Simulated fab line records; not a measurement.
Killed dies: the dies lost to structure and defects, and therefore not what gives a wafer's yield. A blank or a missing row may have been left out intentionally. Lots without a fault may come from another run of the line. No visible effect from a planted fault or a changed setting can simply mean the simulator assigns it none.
fab line records	flow n5Finfet
record lots=11	wafers=25	lastDay=19
route steps=1938 shown DUMMY_GATE@214 BEOL_M4@1098 BEOL_M5@1112 PASSIVATION@1936
lots that met no fault: from a run of the same line without faults
startH: start of the lot's first displayed wafer, in hours after the record's first day	waitH: hours elapsed since this lot's preceding step	" the same as in the row above	L1.1+2: one row covering several wafers at once	- value missing, or start not given	* or withheld: withheld	< > ~ a bound
route shown NAME@n: names a module that has steps shown in the file, with the first one's number in the route	usual: mean and standard deviation over wafers with no fault	same: alike in all rows	chamber/n: place in a boat	sites: the reading at each site	_std_site: standard deviation across them	_edge_site: the outer-site mean with the inner-site mean subtracted	radiusMm: how far each site lies from the wafer's centre	mask NAME#n: copy n	behind: tool/chamber where the wafer was last shaped	hold: what put the lot on hold/how long, in hours/how the hold closed	device: which transistor (n, p or np) failed to switch	end of line: the same wafers' tests at the end of the route	a step given without rows: its recipe and nothing more	killed: the dies lost at the first sort to structure and to defects; this is not the yield of the wafer	map: a wafer's dies, marking killed ones x, the rest . and places with no die _
set.NAME: setting as actually run; set.NAME@STEP: the setting as run at that earlier step	model.NAME: the simulator's own value behind a step, which no gauge read
steps of the route over a sample of lots; a table a step, a row a wafer
services: the hour from which a tool's chamber was out of use, counted from the record's first day as startH (under 0 if before that day), plus the number of hours and why
## steps
# step N5_DUMMY_GATE_ALD_02
# recipe material=SiO2	targetThkA=20	tempC=300	aldPrecursorFamily=BDEAS	aldCoReactant=O2-plasma	pulseTimeS=1	pressureTorr=2
# usual heaterPowerW=463/51	precursorPulseHeightRel=1.002/0.021	susceptorTempC=299.94/0.2
lot.wafer	tool	chamber	startH	waitH	heaterPowerW	precursorPulseHeightRel	susceptorTempC
L268.3	aldSin-04	0	43.18	0.0	385	1.001	299.91
L268.4	"	2	"	"	585	0.997	300.06
L269.1	aldSin-04	2	55.10	0.0	597	1.025	299.82
L269.5	"	1	"	"	463	0.977	299.68
L269.6	"	2	"	"	578	1.007	299.88
L270.1	aldSin-03	1	56.63	0.5	473	0.980	299.78
L270.5	"	3	"	"	404	0.997	300.08
L272.1	aldSin-04	3	67.94	0.0	403	0.998	299.54
L272.2	"	2	"	"	593	1.014	300.11
L274.1	aldSin-03	1	79.44	0.0	481	0.959	299.86
L274.2	"	2	"	"	460	1.008	300.07
L274.4	"	2	"	"	449	1.017	299.99
L275.2	aldSin-02	2	85.13	0.0	514	0.995	299.87
L275.5	"	2	"	"	502	1.007	300.26
L277.2	aldSin-03	2	99.07	0.1	469	0.998	299.79
L277.6	"	2	"	"	462	0.989	299.95
L279.2	aldSin-03	3	110.34	0.0	388	1.045	299.89
L279.4	"	2	"	"	464	1.024	299.87
L281.1	aldSin-04	3	122.09	0.0	404	0.998	299.80
L281.4	"	1	"	"	479	1.014	299.96
L288.1	aldSin-04	2	163.97	0.0	566	1.044	299.78
L288.5	"	3	"	"	423	0.990	300.22
L288.6	"	2	"	"	578	0.997	299.91
L290.1	aldSin-04	1	177.18	0.2	485	0.986	300.36
L290.5	"	2	"	"	560	0.957	300.23
# step N5_BEOL_M4_SPUTTER_94
# recipe material=Cu	targetThkA=45	tempC=-20	chamberPressurePa=0.07	powerW=withheld	timeS=8.29
# usual chuckSensorTempC=-16.0/0.55	susceptorTempC=-19.99/0.099	throttleValvePct=29.7/1.3
lot.wafer	tool	chamber	startH	waitH	chuckSensorTempC	susceptorTempC	throttleValvePct
L268.3	pvdSputter-03	-	184.58	0.1	-16.0	-20.05	29.2
L268.4	"	-	"	"	-15.3	-19.75	28.9
L270.1	pvdSputter-02	-	226.80	0.1	-15.3	-19.99	31.4
L270.5	"	-	"	"	-15.6	-19.99	28.7
L269.1	pvdSputter-02	-	237.78	0.1	-15.1	-19.98	31.4
L269.5	"	-	"	"	-15.7	-19.88	29.0
L269.6	"	-	"	"	-16.1	-20.00	31.3
L274.1	pvdSputter-02	-	246.16	0.1	-15.8	-20.19	28.6
L274.2	"	-	"	"	-15.2	-20.07	31.2
L274.4	"	-	"	"	-16.9	-20.02	29.9
L272.1	pvdSputter-03	-	255.06	0.1	-16.3	-20.02	27.7
L272.2	"	-	"	"	-16.2	-19.91	29.7
L275.2	pvdSputter-01	-	257.85	0.1	-17.5	-19.67	32.5
L275.5	"	-	"	"	-17.4	-19.94	32.7
L277.2	pvdSputter-02	-	270.66	0.1	-16.0	-19.99	31.3
L277.6	"	-	"	"	-15.1	-20.01	31.3
L279.2	pvdSputter-03	-	274.79	0.1	-16.3	-20.04	27.9
L279.4	"	-	"	"	-15.6	-20.00	28.5
L281.1	pvdSputter-02	-	276.05	0.1	-16.1	-19.87	31.3
L281.4	"	-	"	"	-15.4	-20.01	28.8
L288.1	pvdSputter-02	-	330.58	0.1	-15.6	-19.93	28.8
L288.5	"	-	"	"	-16.2	-19.79	31.3
L288.6	"	-	"	"	-15.2	-19.82	31.5
L290.1	pvdSputter-01	-	347.37	0.1	-16.5	-19.98	30.9
L290.5	"	-	"	"	-17.4	-19.93	32.5
# step N5_BEOL_M4_RC_MEAS_101
# usual DIBL_N=36.4/2.2	DIBL_P=36.3/2.5	EOT_N=10.56/0.11	EOT_P=10.52/0.11	IGATE_N=0.0122/0.0023	IGATE_P=0.0037/0.00068	IOFF_N=0.17/0.052	IOFF_N_85C=3.3/0.81	IOFF_N_LIN=0.076/0.016	IOFF_P=0.23/0.049	IOFF_P_85C=3.9/0.69	IOFF_P_LIN=0.106/0.017	ION_N=674/17	ION_P=464/11	SS_N=71.7/0.98	SS_P=73.3/0.84	VT_N=250/4	VT_N_LVT=99/3.8	VT_P=-249/3.8	VT_P_LVT=-98/3.3
lot.wafer	tool	chamber	startH	waitH	DIBL_N[mV/V]	DIBL_P[mV/V]	EOT_N	EOT_P	IGATE_N[nA/um]	IGATE_P[nA/um]	IOFF_N[nA/um]	IOFF_N_85C[nA/um]	IOFF_N_LIN[nA/um]	IOFF_P[nA/um]	IOFF_P_85C[nA/um]	IOFF_P_LIN[nA/um]	ION_N[uA/um]	ION_P[uA/um]	SS_N[mV/dec]	SS_P[mV/dec]	VT_N[mV]	VT_N_LVT[mV]	VT_P[mV]	VT_P_LVT[mV]
L268.3	prober-01	0	186.41	0.3	36.5	36.3	10.68	10.64	0.0095	0.0029	0.15	3.1	0.075	0.22	3.8	0.105	686	466	71.0	72.7	247	99	-249	-98
L268.4	"	0	"	"	34.8	33.8	10.64	10.58	0.0112	0.0034	0.11	2.3	0.053	0.18	3.3	0.085	627	440	71.2	73.0	259	105	-257	-103
L270.1	prober-02	0	228.12	0.0	37.2	36.4	10.56	10.61	0.0112	0.0034	0.19	3.5	0.076	0.25	4.1	0.116	657	448	73.0	74.4	248	97	-247	-96
L270.5	"	0	"	"	38.7	39.8	10.61	10.62	0.0108	0.0033	0.22	4.1	0.089	0.33	5.1	0.138	654	455	72.3	75.3	247	96	-245	-93
L269.1	prober-02	0	239.10	0.0	37.6	38.8	10.60	10.54	0.0109	0.0033	0.21	3.9	0.093	0.33	5.3	0.144	691	477	71.3	73.8	246	95	-242	-90
L269.5	"	0	"	"	36.1	35.6	10.57	10.42	0.0120	0.0036	0.16	3.1	0.074	0.25	4.1	0.115	686	481	71.6	73.1	251	99	-244	-94
L269.6	"	0	"	"	33.2	33.2	10.40	10.48	0.0141	0.0043	0.12	2.4	0.058	0.21	3.6	0.103	656	464	70.8	72.4	256	104	-247	-96
L274.1	prober-02	0	247.49	0.0	35.6	35.1	10.72	10.56	0.0108	0.0033	0.13	2.7	0.062	0.18	3.2	0.086	666	454	71.5	73.4	254	101	-254	-101
L274.2	"	0	"	"	37.0	36.9	10.49	10.49	0.0118	0.0036	0.18	3.4	0.079	0.21	3.7	0.099	692	466	71.9	73.4	247	97	-249	-98
L274.4	"	0	"	"	36.9	38.0	10.46	10.34	0.0165	0.0051	0.17	3.4	0.077	0.23	3.9	0.103	677	465	70.9	74.2	249	97	-249	-98
L272.1	prober-01	0	256.79	0.0	34.1	32.0	10.77	10.69	0.0089	0.0027	0.11	2.3	0.053	0.18	3.1	0.092	652	460	71.0	72.5	257	107	-249	-101
L272.2	"	0	"	"	35.5	34.3	10.67	10.68	0.0085	0.0026	0.14	2.8	0.067	0.22	3.9	0.110	664	463	70.7	73.3	252	102	-246	-98
L275.2	prober-01	0	259.32	0.2	34.4	35.8	10.64	10.62	0.0107	0.0033	0.15	2.8	0.069	0.20	3.5	0.098	683	464	72.2	73.1	248	100	-250	-99
L275.5	"	0	"	"	34.4	36.2	10.57	10.63	0.0116	0.0035	0.14	2.7	0.063	0.22	3.8	0.100	651	454	71.8	73.4	253	102	-252	-98
L277.2	prober-02	0	272.13	0.2	33.8	34.2	10.41	10.52	0.0133	0.0041	0.12	2.4	0.058	0.18	3.1	0.089	657	453	70.8	72.6	255	104	-254	-103
L277.6	"	0	"	"	39.7	41.5	10.62	10.59	0.0104	0.0032	0.21	4.0	0.096	0.29	4.8	0.126	683	467	72.6	74.8	245	97	-247	-96
L279.2	prober-02	0	276.30	0.2	38.0	39.1	10.58	10.44	0.0132	0.0041	0.22	4.0	0.097	0.31	4.9	0.134	705	486	72.5	74.4	246	94	-243	-93
L279.4	"	0	"	"	34.6	33.3	10.56	10.53	0.0138	0.0042	0.14	2.8	0.065	0.21	3.5	0.100	672	465	71.2	72.7	252	101	-248	-98
L281.1	prober-01	0	277.38	0.0	35.7	34.5	10.58	10.57	0.0101	0.0030	0.13	2.5	0.061	0.21	3.5	0.099	649	452	70.9	73.4	254	103	-249	-99
L281.4	"	0	"	"	37.0	36.6	10.43	10.48	0.0120	0.0036	0.17	3.2	0.081	0.26	4.2	0.118	680	468	71.5	73.4	246	95	-246	-96
L288.1	prober-02	0	331.96	0.0	51.5	52.7	17.63	17.59	0.0000	0.0000	0.63	9.7	0.293	0.78	10.9	0.380	591	406	74.2	76.2	233	85	-234	-82
L288.5	"	0	"	"	35.0	34.6	10.42	10.30	0.0149	0.0045	0.14	2.8	0.066	0.20	3.4	0.096	675	466	71.2	72.1	251	102	-250	-101
L288.6	"	0	"	"	52.6	54.9	17.83	17.39	0.0000	0.0000	0.74	10.9	0.323	0.91	12.4	0.420	597	411	75.4	77.7	233	84	-232	-81
L290.1	prober-01	0	349.46	0.7	49.9	53.5	18.00	17.87	0.0000	0.0000	0.53	8.4	0.260	0.79	10.9	0.393	562	401	74.2	76.9	238	86	-231	-83
L290.5	"	0	"	"	37.6	38.8	10.74	10.62	0.0095	0.0029	0.17	3.2	0.077	0.25	4.2	0.113	668	469	72.1	73.9	250	99	-249	-98
# step N5_BEOL_M5_ILD_DEP_00
# recipe material=SiCOH_lowk	targetThkA=1406.4	tempC=300	precursor=DEMS/porogen	pressureTorr=5	rfW=500	timeS=25.9
# usual heaterPowerW=324/49	showerheadPlenumPTorr=5.741/0.017	susceptorTempC=299.98/0.2	throttleValvePct=14.0/0.79
lot.wafer	tool	chamber	startH	waitH	heaterPowerW	showerheadPlenumPTorr	susceptorTempC	throttleValvePct
L268.3	pecvd-03	0	187.07	0.5	264	5.768	300.05	14.0
L268.4	"	1	"	"	274	5.741	299.97	13.8
L270.1	pecvd-02	0	229.08	0.8	345	5.765	300.22	13.5
L270.5	"	0	"	"	356	5.740	300.26	13.7
L269.1	pecvd-04	0	240.07	0.8	409	5.716	300.02	13.4
L269.5	"	1	"	"	280	5.754	300.12	15.3
L269.6	"	0	"	"	322	5.721	299.75	13.4
L274.1	pecvd-02	1	248.46	0.8	245	5.732	299.74	14.8
L274.2	"	2	"	"	318	5.750	300.32	13.3
L274.4	"	2	"	"	334	5.747	300.19	13.4
L272.1	pecvd-04	0	257.76	0.8	406	5.725	299.92	13.7
L272.2	"	1	"	"	297	5.750	300.00	15.1
L275.2	pecvd-03	1	260.14	0.7	238	5.757	299.70	14.1
L275.5	"	2	"	"	337	5.726	299.95	13.7
L277.2	pecvd-04	0	272.95	0.7	395	5.725	299.89	13.5
L277.6	"	1	"	"	298	5.764	300.23	15.0
L279.2	pecvd-02	0	277.12	0.7	301	5.772	299.70	13.9
L279.4	"	0	"	"	302	5.760	299.72	13.9
L281.1	pecvd-02	0	278.34	0.8	367	5.749	299.79	13.8
L281.4	"	2	"	"	308	5.757	300.01	13.1
L288.1	pecvd-04	0	332.93	0.8	397	5.724	300.13	13.5
L288.5	"	2	"	"	402	5.719	300.41	13.0
L288.6	"	1	"	"	312	5.760	300.17	15.2
L290.1	pecvd-04	1	350.42	0.8	290	5.757	299.95	15.3
L290.5	"	0	"	"	340	5.713	299.77	13.7
# step N5_BEOL_M5_CURE_79
# recipe tempC=385	timeS=240	ambient=He/Ar	material=SiCOH_lowk
# usual lampPowerPct=52.31/0.059	wafer_temp_C_max=387.2/0.69
lot.wafer	tool	chamber	startH	waitH	lampPowerPct	wafer_temp_C_max
L268.3	uvCure-03	1	187.29	0.2	52.22	387.7
L268.4	"	1	"	"	52.30	386.9
L270.1	uvCure-02	1	229.52	0.4	52.33	387.3
L270.5	"	1	"	"	52.32	387.6
L269.1	uvCure-03	2	240.13	0.0	52.41	387.3
L269.5	"	2	"	"	52.37	387.8
L269.6	"	2	"	"	52.35	388.0
L274.1	uvCure-01	0	248.52	0.0	52.29	386.3
L274.2	"	0	"	"	52.33	385.8
L274.4	"	0	"	"	52.31	386.7
L272.1	uvCure-02	1	257.82	0.0	52.32	387.8
L272.2	"	1	"	"	52.25	387.4
L275.2	uvCure-02	2	260.28	0.1	52.37	387.0
L275.5	"	2	"	"	52.30	387.9
L277.2	uvCure-03	2	273.11	0.1	52.38	387.9
L277.6	"	2	"	"	52.29	387.0
L279.2	uvCure-03	1	277.26	0.1	52.30	386.8
L279.4	"	1	"	"	52.32	387.1
L281.1	uvCure-03	0	278.40	0.0	52.34	386.4
L281.4	"	0	"	"	52.29	386.4
L288.1	uvCure-02	0	332.99	0.0	52.33	386.6
L288.5	"	0	"	"	52.31	386.9
L288.6	"	0	"	"	52.24	386.2
L290.1	uvCure-03	1	350.48	0.0	52.22	387.6
L290.5	"	1	"	"	52.30	388.1
# step N5_PASSIVATION_PROBE_49
# usual defectLimitedYield=91.2/1.4	killed_at_M0_to_M3=34/9.3	killed_at_M4_up=14/5.9	killedAtContacts=14/5.7	killedAtFrontEnd=38/10	killedAtOther=4/3.2	killedDies=104/17	killedOpen=67/13	killedShort=33/6.9	sort_bin_4_leakage=0/3.6	sort_bin_5_function=5.2/1	sort_bin_6_memory=3.3/0.61	sort_bin_8_speed=0.3/1.8	sortNPass=1069/52	sortYieldPct=91/4.4
# same grossDies=1180	killedAtBackSide=0
lot.wafer	tool	chamber	startH	waitH	defectLimitedYield[%]	killed_at_M0_to_M3	killed_at_M4_up	killedAtContacts	killedAtFrontEnd	killedAtOther	killedDies	killedOpen	killedShort	sort_bin_4_leakage[%]	sort_bin_5_function[%]	sort_bin_6_memory[%]	sort_bin_8_speed[%]	sortNPass	sortYieldPct[%]
L268.3	prober-01	-	292.20	0.1	90.8	37	13	15	32	12	109	66	34	0	5.8	3.1	0	1071	91
L268.4	prober-01	-	292.25	0.2	90.5	33	10	26	39	4	112	68	40	0	6.3	2.5	18.6	848	72
L270.1	prober-01	-	335.93	0.0	91.1	22	25	13	40	5	105	66	34	0	5.7	2.7	0.1	1074	91
L270.5	prober-01	-	336.13	0.2	90.4	58	12	17	24	2	113	73	36	0	6.0	3.3	0	1067	90
L269.1	prober-02	-	349.74	0.8	90.4	36	12	11	44	10	113	63	42	0	6.3	3.0	0	1067	90
L269.5	prober-02	-	349.94	1.0	93.0	30	12	3	36	2	83	51	27	0	3.7	3.0	0	1097	93
L269.6	prober-02	-	349.99	1.0	92.5	33	8	12	34	1	88	58	26	0	3.8	3.3	0	1092	93
L274.1	prober-01	-	354.91	0.0	92.5	25	22	12	30	0	89	58	29	0	4.0	3.3	0	1091	92
L274.2	prober-01	-	354.96	0.1	91.4	35	16	13	37	1	102	66	33	0	4.4	3.7	0	1078	91
L274.4	prober-01	-	355.06	0.2	93.1	20	19	23	18	1	81	52	28	0	4.1	2.5	0	1099	93
L272.1	prober-01	-	363.21	0.0	90.3	44	12	17	39	3	115	81	33	0	5.2	4.2	0	1065	90
L272.2	prober-01	-	363.26	0.1	90.0	31	11	26	50	0	118	73	39	0	5.7	3.9	0	1062	90
L275.2	prober-01	-	372.00	0.1	91.4	35	8	5	50	4	102	65	34	0	4.7	3.7	0	1078	91
L275.5	prober-01	-	372.15	0.2	90.9	36	11	7	51	2	107	62	40	0	4.7	4.0	0	1073	91
L277.2	prober-01	-	376.28	0.1	90.7	28	21	20	40	1	110	73	27	0	5.9	3.1	0	1070	91
L277.6	prober-01	-	376.48	0.3	90.5	43	16	16	34	3	112	75	34	0	5.4	3.7	0	1068	91
L279.2	prober-01	-	380.75	0.1	89.0	40	14	17	45	14	130	84	34	0	7.9	3.1	0	1050	89
L279.4	prober-01	-	380.85	0.2	91.3	43	8	16	33	3	103	61	34	0	5.1	3.5	0	1077	91
L281.1	prober-01	-	392.21	0.0	90.8	41	15	14	39	0	109	65	39	0	5.3	3.6	0.2	1069	91
L281.4	prober-01	-	392.36	0.2	88.6	43	11	16	57	8	135	80	43	0	7.0	4.0	0	1045	89
L288.1	prober-02	-	438.40	0.0	91.3	33	15	21	33	1	103	66	33	88	5.3	3.1	3.6	0	0
L288.5	prober-02	-	438.60	0.2	93.0	28	8	12	32	3	83	59	19	0	3.9	2.8	0	1097	93
L288.6	prober-02	-	438.65	0.3	92.9	26	4	7	45	2	84	46	34	93	4.2	2.6	0.2	0	0
L290.1	prober-01	-	461.54	0.7	89.5	45	15	9	47	8	124	65	44	85	6.3	3.6	4.9	0	0
L290.5	prober-01	-	461.74	0.9	87.7	31	21	9	54	30	145	74	42	0	8.4	3.2	0	1035	88
# killed by level:class
L268.3 MOL_CONTACT_COAG:geometricParticle:open=11 BEOL_M0_SAQP:geometricParticle:open=9 FIN_SAQP:geometricParticle:short=8 BEOL_M0_SAQP:geometricParticle:short=8 FIN_SAQP:geometricParticle:open=6 BEOL_M1:geometricParticle:open=5 DUMMY_GATE:geometricParticle:open=4 BEOL_M0:geometricParticle:open=4
L268.4 MOL_CONTACT_COAG:geometricParticle:open=22 BEOL_M2:geometricParticle:open=11 GATE_CUT:geometricParticle:short=9 FIN_SAQP:geometricParticle:open=5 FIN_SAQP:geometricParticle:short=5 GATE_CUT:geometricParticle:open=5 BEOL_M0_SAQP:geometricParticle:short=5 MOL_CONTACT_COAG:geometricParticle:short=4
L270.1 BEOL_M4:geometricParticle:open=12 STI_FIN_REVEAL:geometricParticle:open=11 MOL_CONTACT_COAG:geometricParticle:open=8 FIN_SAQP:geometricParticle:open=6 BEOL_M0_SAQP:geometricParticle:open=5 BEOL_M1:geometricParticle:open=5 BEOL_M3:geometricParticle:open=5 STI_FIN_REVEAL:geometricParticle:short=4
L270.5 BEOL_M3:geometricParticle:open=17 MOL_CONTACT_COAG:geometricParticle:open=15 BEOL_M0_SAQP:geometricParticle:open=10 BEOL_M0_SAQP:geometricParticle:short=7 BEOL_M1:geometricParticle:open=6 BEOL_M2:geometricParticle:short=6 DUMMY_GATE:geometricParticle:open=5 BEOL_M4:geometricParticle:open=5
L269.1 FIN_SAQP:geometricParticle:short=17 FIN_SAQP:geometricParticle:open=16 MOL_CONTACT_COAG:geometricParticle:open=9 BEOL_M2:geometricParticle:open=7 BEOL_M0_SAQP:geometricParticle:open=6 BEOL_M3:geometricParticle:open=6 PASSIVATION:areaEtch=6 GATE_CUT:geometricParticle:short=4
L269.5 FIN_SAQP:geometricParticle:open=13 BEOL_M1:geometricParticle:open=7 FIN_SAQP:geometricParticle:short=6 BEOL_M0_SAQP:geometricParticle:short=6 BEOL_M3:geometricParticle:open=6 DUMMY_GATE:geometricParticle:open=3 BEOL_M0_SAQP:geometricParticle:open=3 BEOL_M1:geometricParticle:short=3
L269.6 FIN_SAQP:geometricParticle:open=16 MOL_CONTACT_COAG:geometricParticle:open=10 FIN_SAQP:geometricParticle:short=7 BEOL_M3:geometricParticle:open=7 BEOL_M1:geometricParticle:open=5 BEOL_M0_SAQP:geometricParticle:short=4 BEOL_M2:geometricParticle:open=4 BEOL_M1:geometricParticle:short=3
L274.1 MOL_CONTACT_COAG:geometricParticle:open=10 BEOL_M4:geometricParticle:open=9 FIN_SAQP:geometricParticle:open=8 BEOL_M0_SAQP:geometricParticle:open=7 DUMMY_GATE:geometricParticle:open=5 BEOL_M0_SAQP:geometricParticle:short=5 STARTING-WAFER:geometricParticle:short=5 FIN_CUT:geometricParticle:open=3
L274.2 MOL_CONTACT_COAG:geometricParticle:open=11 BEOL_M2:geometricParticle:open=10 BEOL_M1:geometricParticle:open=9 FIN_SAQP:geometricParticle:open=7 FIN_SAQP:geometricParticle:short=6 BEOL_M4:geometricParticle:open=5 STI_FIN_REVEAL:geometricParticle:open=4 BEOL_M0_SAQP:geometricParticle:short=4
L274.4 MOL_CONTACT_COAG:geometricParticle:open=22 BEOL_M0_SAQP:geometricParticle:short=10 BEOL_M4:geometricParticle:open=7 BEOL_M4:geometricParticle:short=4 FIN_SAQP:geometricParticle:open=3 DUMMY_GATE:geometricParticle:open=3 STARTING-WAFER:geometricParticle:open=3 BEOL_M8:geometricParticle:open=3
L272.1 MOL_CONTACT_COAG:geometricParticle:open=14 BEOL_M2:geometricParticle:open=11 BEOL_M3:geometricParticle:open=10 FIN_SAQP:geometricParticle:short=7 STI_FIN_REVEAL:geometricParticle:open=7 BEOL_M0_SAQP:geometricParticle:open=7 FIN_SAQP:geometricParticle:open=5 GATE_CUT:geometricParticle:short=5
L272.2 MOL_CONTACT_COAG:geometricParticle:open=23 FIN_SAQP:geometricParticle:open=15 FIN_SAQP:geometricParticle:short=13 BEOL_M2:geometricParticle:open=7 STI_FIN_REVEAL:geometricParticle:open=5 BEOL_M0_SAQP:geometricParticle:short=5 BEOL_M0_SAQP:geometricParticle:open=4 BEOL_M3:geometricParticle:short=4
L275.2 FIN_SAQP:geometricParticle:open=18 BEOL_M2:geometricParticle:open=11 FIN_SAQP:geometricParticle:short=7 DUMMY_GATE:geometricParticle:open=7 BEOL_M0_SAQP:geometricParticle:open=5 BEOL_M1:geometricParticle:open=5 BEOL_M0_SAQP:geometricParticle:short=4 GATE_CUT:geometricParticle:short=4
L275.5 BEOL_M0_SAQP:geometricParticle:open=12 FIN_SAQP:geometricParticle:short=10 FIN_SAQP:geometricParticle:open=9 DUMMY_GATE:geometricParticle:open=8 BEOL_M3:geometricParticle:open=6 STI_FIN_REVEAL:geometricParticle:open=5 GATE_CUT:geometricParticle:short=5 MOL_CONTACT_COAG:geometricParticle:open=5
L277.2 MOL_CONTACT_COAG:geometricParticle:open=17 BEOL_M2:geometricParticle:open=9 BEOL_M4:geometricParticle:open=8 SD_EPI_N:areaEtch=7 STI_FIN_REVEAL:geometricParticle:open=6 BEOL_M3:geometricParticle:open=6 FIN_SAQP:geometricParticle:short=5 BEOL_M8:geometricParticle:open=5
L277.6 BEOL_M2:geometricParticle:open=13 MOL_CONTACT_COAG:geometricParticle:open=12 FIN_SAQP:geometricParticle:open=8 BEOL_M0_SAQP:geometricParticle:open=8 BEOL_M3:geometricParticle:open=8 BEOL_M4:geometricParticle:open=7 ILD0:geometricParticle:short=7 BEOL_M0_SAQP:geometricParticle:short=7
L279.2 MOL_CONTACT_COAG:geometricParticle:open=14 FIN_SAQP:geometricParticle:open=12 BEOL_M1:geometricParticle:open=12 STI_FIN_REVEAL:geometricParticle:open=10 PASSIVATION:areaEtch=9 BEOL_M3:geometricParticle:open=8 GATE_CUT:geometricParticle:short=6 BEOL_M0_SAQP:geometricParticle:short=6
L279.4 MOL_CONTACT_COAG:geometricParticle:open=12 FIN_SAQP:geometricParticle:short=9 BEOL_M0_SAQP:geometricParticle:short=8 BEOL_M0_SAQP:geometricParticle:open=7 BEOL_M1:geometricParticle:open=7 BEOL_M3:geometricParticle:open=7 FIN_SAQP:geometricParticle:open=6 BEOL_M2:geometricParticle:open=6
L281.1 BEOL_M0_SAQP:geometricParticle:short=10 BEOL_M1:geometricParticle:open=10 GATE_CUT:geometricParticle:short=9 MOL_CONTACT_COAG:geometricParticle:open=9 BEOL_M0_SAQP:geometricParticle:open=7 BEOL_M0:geometricParticle:open=7 STI_FIN_REVEAL:geometricParticle:open=6 FIN_SAQP:geometricParticle:open=5
L281.4 STI_FIN_REVEAL:geometricParticle:open=18 MOL_CONTACT_COAG:geometricParticle:open=14 BEOL_M0_SAQP:geometricParticle:open=13 BEOL_M0_SAQP:geometricParticle:short=8 BEOL_M1:geometricParticle:open=8 PASSIVATION:areaEtch=8 GATE_CUT:geometricParticle:short=7 FIN_SAQP:geometricParticle:short=6
L288.1 MOL_CONTACT_COAG:geometricParticle:open=16 STI_FIN_REVEAL:geometricParticle:open=10 BEOL_M2:geometricParticle:open=10 BEOL_M4:geometricParticle:open=6 BEOL_M0_SAQP:geometricParticle:short=5 BEOL_M1:geometricParticle:open=5 BEOL_M2:geometricParticle:short=5 DUMMY_GATE:geometricParticle:open=4
L288.5 MOL_CONTACT_COAG:geometricParticle:open=12 STI_FIN_REVEAL:geometricParticle:open=9 BEOL_M3:geometricParticle:open=7 DUMMY_GATE:geometricParticle:open=6 BEOL_M0_SAQP:geometricParticle:short=6 BEOL_M0_SAQP:geometricParticle:open=5 BEOL_M2:geometricParticle:open=4 GATE_CUT:geometricParticle:short=3
L288.6 STI_FIN_REVEAL:geometricParticle:open=12 BEOL_M0_SAQP:geometricParticle:short=9 STI_FIN_REVEAL:geometricParticle:short=7 BEOL_M3:geometricParticle:open=6 GATE_CUT:geometricParticle:short=5 MOL_CONTACT_COAG:geometricParticle:open=5 BEOL_M0_SAQP:geometricParticle:open=5 DUMMY_GATE:geometricParticle:open=4
L290.1 BEOL_M3:geometricParticle:open=13 FIN_SAQP:geometricParticle:short=11 BEOL_M0_SAQP:geometricParticle:short=8 FIN_CUT:areaEtch=8 BEOL_M1:geometricParticle:open=7 MOL_CONTACT_COAG:geometricParticle:open=6 BEOL_M4:geometricParticle:open=6 ILD0:geometricParticle:short=5
L290.5 PASSIVATION:areaEtch=25 FIN_SAQP:geometricParticle:short=15 FIN_SAQP:geometricParticle:open=14 BEOL_M4:geometricParticle:open=11 BEOL_M2:geometricParticle:open=10 MOL_CONTACT_COAG:geometricParticle:open=7 GATE_CUT:geometricParticle:short=6 BEOL_M3:geometricParticle:open=6
## services
tool	chamber	startH	hours	kind
aldSin-03	0	28.16	12.2	repair
pecvd-04	1	29.22	5.6	repair
uvCure-03	-	35.32	0.9	repair
uvCure-03	-	36.28	0.3	repair
uvCure-02	-	41.37	2.8	pm
uvCure-02	-	46.51	5.0	pm
pvdSputter-02	-	52.94	6.3	repair
uvCure-02	-	55.08	17.3	repair
aldSin-03	2	71.74	6.7	repair
pvdSputter-02	-	73.97	11.7	repair
aldSin-03	3	77.20	4.8	repair
aldSin-04	-	86.50	14.0	pm
uvCure-03	-	107.02	6.0	pm
pecvd-04	-	110.51	0.4	repair
uvCure-03	-	138.66	0.8	repair
uvCure-03	-	149.96	10.2	repair
uvCure-03	-	164.04	2.8	repair
uvCure-03	-	170.33	7.5	pm
aldSin-04	-	178.49	0.7	repair
uvCure-03	-	183.44	1.0	pm
uvCure-03	-	242.79	2.1	pm
pecvd-04	2	262.03	15.0	repair
pecvd-04	-	269.34	2.8	pm
uvCure-03	-	331.72	6.1	repair
## key
firstSign step=N5_BEOL_M4_RC_MEAS_101	reading=EOT_N	direction=up	sigmas=67	usual=10.56	struck=17.82
effect step=N5_BEOL_M4_RC_MEAS_101	reading=EOT_P	direction=up	sigmas=65	usual=10.52	struck=17.62
effect step=N5_BEOL_M4_RC_MEAS_101	reading=IOFF_P_LIN	direction=up	sigmas=17	usual=0.106	struck=0.397
effect step=N5_BEOL_M4_RC_MEAS_101	reading=IOFF_N_LIN	direction=up	sigmas=14	usual=0.076	struck=0.292
effect step=N5_BEOL_M4_RC_MEAS_101	reading=IOFF_P	direction=up	sigmas=12	usual=0.23	struck=0.83
effect step=N5_BEOL_M4_RC_MEAS_101	reading=IOFF_P_85C	direction=up	sigmas=11	usual=3.9	struck=11.4
effect step=N5_BEOL_M4_RC_MEAS_101	reading=IOFF_N	direction=up	sigmas=9	usual=0.17	struck=0.63
effect step=N5_BEOL_M4_RC_MEAS_101	reading=IOFF_N_85C	direction=up	sigmas=8	usual=3.3	struck=9.7
effect step=N5_BEOL_M4_RC_MEAS_101	reading=DIBL_N	direction=up	sigmas=6.9	usual=36.4	struck=51.3
effect step=N5_BEOL_M4_RC_MEAS_101	reading=DIBL_P	direction=up	sigmas=6.8	usual=36.3	struck=53.7
effect step=N5_BEOL_M4_RC_MEAS_101	reading=IGATE_P	direction=down	sigmas=5.4	usual=0.0037	struck=0.0000
effect step=N5_BEOL_M4_RC_MEAS_101	reading=ION_P	direction=down	sigmas=5.4	usual=464	struck=406
effect step=N5_PASSIVATION_PROBE_49	reading=sort_bin_4_leakage	direction=up	sigmas=25	usual=0	struck=88
metAt N5_DUMMY_GATE_ALD_02
struckLots L288,L290
struckWafers L288.1,L288.6,L290.1
baselineLoss step=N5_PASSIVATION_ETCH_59	wafers=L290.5
notActingAt N5_BEOL_M4_SPUTTER_94,N5_BEOL_M5_ILD_DEP_00,N5_BEOL_M5_CURE_79
onsetBetween 122.09 163.97
fault kind=processParameterDrift	tool=aldSin-04	chamber=-	onsetH=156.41	steps=N5_DUMMY_GATE_ALD_02	channel=targetThkA	offset=*	shape=step	endH=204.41	scope=struckWafersOnly	actsIn=*	stated=*
# baselineLoss: these wafers lose ten dies or more at that step, a loss of the line's own and not of a fault; the sort's usual values leave them out
